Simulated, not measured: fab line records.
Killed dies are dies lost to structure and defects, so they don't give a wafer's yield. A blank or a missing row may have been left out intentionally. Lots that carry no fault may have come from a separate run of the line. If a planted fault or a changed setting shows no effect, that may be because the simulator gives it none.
What tool caused it?    flow nand harc    12 lots, 36 wafers sampled, at 3 steps of a route of 1302

== WHAT EACH GAUGE READ, for each wafer ==
NHARC_A_ONON_D2_THK_MEAS_05: measures by ellipsometry.
lot   measured      on             thk nm (nm)
L075  day 12 17:19  film metro-01  997 996 996
L077  day 13 11:38  film metro-01  1016 1017 1018
L078  day 14 06:02  film metro-01  1015 1014 1014
L081  day 15 04:45  film metro-01  1005 1004 1004
L083  day 15 21:53  film metro-01  999 997 999
L086  day 17 02:12  film metro-01  996 998 996
L087  day 17 20:07  film metro-01  1020 1020 1020
L088  day 18 16:04  film metro-02  1005 1003 1002
L091  day 19 10:00  film metro-01  978 979 979
L093  day 20 21:05  film metro-01  999 997 998
L094  day 20 21:00  film metro-02  1018 1017 1019
L097  day 22 12:26  film metro-02  999 999 999

== WHAT TOOL EACH LOT RAN ON (gives the tool, then ch and the chambers of the sampled wafers, and finally the start) ==
lot   NHARC_A_CHANNEL_HOLE_D1_ETCH_21   NHARC_A_DECK1_JOINT_ETCHBACK_00
L075  har etch-02 ch 0,1, day 8 21:28   rie si-02 ch 0,2,3, day 11 14:35
L077  har etch-02 ch 0,1, day 9 17:40   rie si-05 ch 0,1, day 12 10:56
L078  har etch-01 ch 0,1, day 10 15:50  rie si-02 ch 0,3, day 13 07:49
L081  har etch-01 ch 0,1, day 11 07:23  rie si-05 ch 0,3, day 14 02:09
L083  har etch-02 ch 0,1, day 12 04:51  rie si-05 ch 0,3, day 14 20:53
L086  har etch-01 ch 0,1, day 13 09:34  rie si-04 ch 1,2,3, day 16 02:09
L087  har etch-02 ch 0,1, day 14 00:16  rie si-05 ch 2,3, day 16 16:16
L088  har etch-02 ch 1, day 14 14:37    rie si-04 ch 0,1,3, day 17 13:22
L091  har etch-01 ch 0,1, day 15 12:56  rie si-02 ch 0,1,3, day 18 03:52
L093  har etch-01 ch 0,1, day 17 02:31  rie si-04 ch 1,2,3, day 19 23:26
L094  har etch-02 ch 1, day 17 10:30    rie si-05 ch 0,2,3, day 19 23:33
L097  har etch-02 ch 0,1, day 18 11:25  rie si-02 ch 0,1,2, day 21 08:02
- NHARC_A_CHANNEL_HOLE_D1_ETCH_21: etches the open film in C4F8/O2/Ar, time 514.3 s, target depth 1600 nm.
- NHARC_A_DECK1_JOINT_ETCHBACK_00: etches the open film in HBr, target depth 30 nm, time 17.4 s.

== THE ANSWER, worked out from the rows above alone ==
Rule: the lots themselves supply what counts as usual. Put in order of their means at a reading, lots are off if they are a third of the lots or fewer, leave a main group of 4 or more, and stand apart from it by a gap of 3 or more times the standard deviation of the main group's means; of several such gaps the widest counts. A main group is skipped when, at the precision printed for the reading in the tables above, its means are all equal. Also off: a lot with no number at a reading for which 4 or more lots have one. All remaining lots with rows at the step are treated as sound.
None of the lots is off at any reading shown; this tells nothing.

== WHAT WAS PUT IN BY THE SIMULATOR ==
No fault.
